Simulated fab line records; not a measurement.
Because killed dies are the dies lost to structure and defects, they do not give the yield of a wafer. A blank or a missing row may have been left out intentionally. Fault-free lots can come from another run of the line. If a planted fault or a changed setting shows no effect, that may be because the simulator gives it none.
Problem report in the 8D (eight disciplines) form, filled by code -- flow nand harc -- the parts of the form that need people (team, actions taken, sign-off) are left out

== 1. THE PROBLEM ==
raw defect count at NHARC_P_GATE_INSPECT_68 reads a mean of 625 on 6 wafers of 2 lots; wafers without a fault read 189 with a standard deviation of 65. That puts it +6.7 standard deviations away from the usual mean.
Earliest sighting: wafer L816.1 on defect inspect-02 at day 9 08:21. The record holds 36 wafers of 12 lots with a number at this step. Rule for "out", or "out of limits": more than 4 standard deviations from the usual mean. All remaining wafers that have a number are taken as sound.

== 2. WHAT THIS IS AND IS NOT ==
question,is,is not
which readings at this step,raw defect count,-
which lots,"L816, L819","L807, L809, L811, L815, L824, L825, L826, L827, L829, L830"
which wafers of those lots,all that have a number,-
read on which gauges,"defect inspect-01, defect inspect-02",-
when,from day 9 08:21,"up to then (12 sound wafers); but 18 sound wafers of L824, L825, L826, L827, L829, L830 came after"

== 3. WHAT RULES OUT EACH SUSPECT ==
Counting: a tool stays on the suspect list if, at a process step up to the reading, it processed all lots that are out and no sound lot following the first of them.
- ruled out: the gauge at NHARC_P_GATE_INSPECT_68. The wafers that are out were read on 2 gauges (defect inspect-01, defect inspect-02).
- rie diel-09 at NHARC_P_GATE_ETCH_114 (etches the open film in CF4/O2, target depth 30 nm, overetch 3 nm, time 16.5 s): kept. It ran every lot that is out, first L816 (day 8 14:00), and no sound lot after that; its last sound lot up to then is L815 (day 8 10:04).
Left after counting: rie diel-09 at NHARC_P_GATE_ETCH_114.

== 4. THE CAUSE (what the simulator had put in) ==
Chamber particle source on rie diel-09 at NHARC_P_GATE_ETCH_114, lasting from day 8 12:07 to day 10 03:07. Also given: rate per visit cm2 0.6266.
Only this tool survived the counting.

== 5. THE EFFECT CHAIN, in route order ==
Each row: a reading whose mean over the struck wafers that have a number lies more than 3 standard deviations from the usual. Readings are gone through only where the record gives a usual standard deviation; hours: the median, over the lots, of the time from a lot's start at the first step in this table giving one to that lot's start at this step; sigmas: the change measured in usual standard deviations.
hours,step,reading,usual,on struck wafers,change,sigmas
0,NHARC_P_GATE_INSPECT_68,raw defect count,189,625,+436,+6.7
449,NHARC_END_SORT_01,killed at periphery,3.5,57.7,+54.2,+23
449,NHARC_END_SORT_01,killed dies,66,129,+63,+3.0
Later measuring or inspecting steps at which every struck wafer that the step has a row for has a number for every such reading, and none has moved that far: NHARC_P_CONTACT_CD_MEAS_12.

== 6. HOW IT WOULD HAVE BEEN CAUGHT EARLIER ==
In this record the first reading out of limits at a measuring or inspecting step was taken at day 9 08:21, 20 hours after the fault began at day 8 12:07.
Tool readings at NHARC_P_GATE_ETCH_114 with a usual standard deviation given in the record: none out on any struck wafer, hence no alarm at a limit of 4 standard deviations on them.
Of the lots that are out (2), L819 began NHARC_P_GATE_ETCH_114 on rie diel-09 after day 9 08:21. A tool hold placed at that time would have kept it from harm.
